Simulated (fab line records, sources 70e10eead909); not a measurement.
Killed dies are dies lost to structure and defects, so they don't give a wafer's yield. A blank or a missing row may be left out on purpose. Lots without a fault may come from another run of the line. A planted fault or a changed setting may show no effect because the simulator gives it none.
Chamber matching | flow nand_harc | NHARC_P_CONTACT_CMP_01 on cmp-04: 4 sister chambers
The step polishes SiO2, target thk 200 nm. 14 wafers are shown with their chamber, then 6 later ones without.

WAFERS WITH THEIR CHAMBER
wafer  | chamber | motor_current_A (A) | edge_zone_pressure_frac
L319.1 | 2       | 13.4                | 1.004
L319.4 | 1       | 11.4                | 1.007
L319.6 | 0       | 11.5                | 0.994
L316.1 | 1       | 11.5                | 0.998
L316.5 | 3       | 12.2                | 1.002
L316.6 | 0       | 11.9                | 1.002
L323.2 | 3       | 13.1                | 0.996
L323.3 | 0       | 11.2                | 1.001
L323.6 | 1       | 12.2                | 1.001
L324.1 | 3       | 11.7                | 0.998
L324.2 | 1       | 12.3                | 1.006
L324.5 | 3       | 12.3                | 0.996
L327.1 | 0       | 11.4                | 1.004
L327.6 | 3       | 11.6                | 0.997

SIGNATURES (means of the wafers above)
reading                 | chamber 0 | chamber 1 | chamber 2 | chamber 3 | scatter within a chamber
motor_current_A         | 11.500    | 11.850    | 13.400    | 12.180    | 0.484
edge_zone_pressure_frac | 1.00025   | 1.00300   | 1.00400   | 0.99780   | 0.00368
Rule: a wafer's distance from a chamber is the root of the sum, over the readings, of the square of ((its reading less the chamber's mean) divided by the reading's scatter). The wafer belongs to the nearest chamber; if the next one is less than 2 further off, it can't be placed. The scatter: the root of (the sum of the squares of (reading less its chamber's mean) over the shown wafers, divided by (wafers less chambers)).

WAFERS WITHOUT THEIR CHAMBER
wafer  | motor_current_A (A) | edge_zone_pressure_frac
L329.1 | 11.4                | 1.002
L329.2 | 12.3                | 1.001
L329.6 | 12.8                | 1.005
L336.1 | 12.3                | 0.995
L336.3 | 12.5                | 1.009
L336.6 | 13.0                | 0.999

WHICH CHAMBER EACH WENT THROUGH
wafer  | from the rows above               | in truth
L329.1 | can't be placed: 0 or 1 or 3      | 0
L329.2 | can't be placed: 3 or 1 or 0 or 2 | 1
L329.6 | can't be placed: 2 or 1 or 3 or 0 | 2
L336.1 | can't be placed: 3 or 0 or 1      | 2
L336.3 | can't be placed: 1 or 2 or 3 or 0 | 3
L336.6 | can't be placed: 2 or 3 or 1 or 0 | 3
Placed correctly: 0 of 6. Can't be placed from these rows: 6 (the true chamber is among the candidates in 5). Placed wrongly: 0.
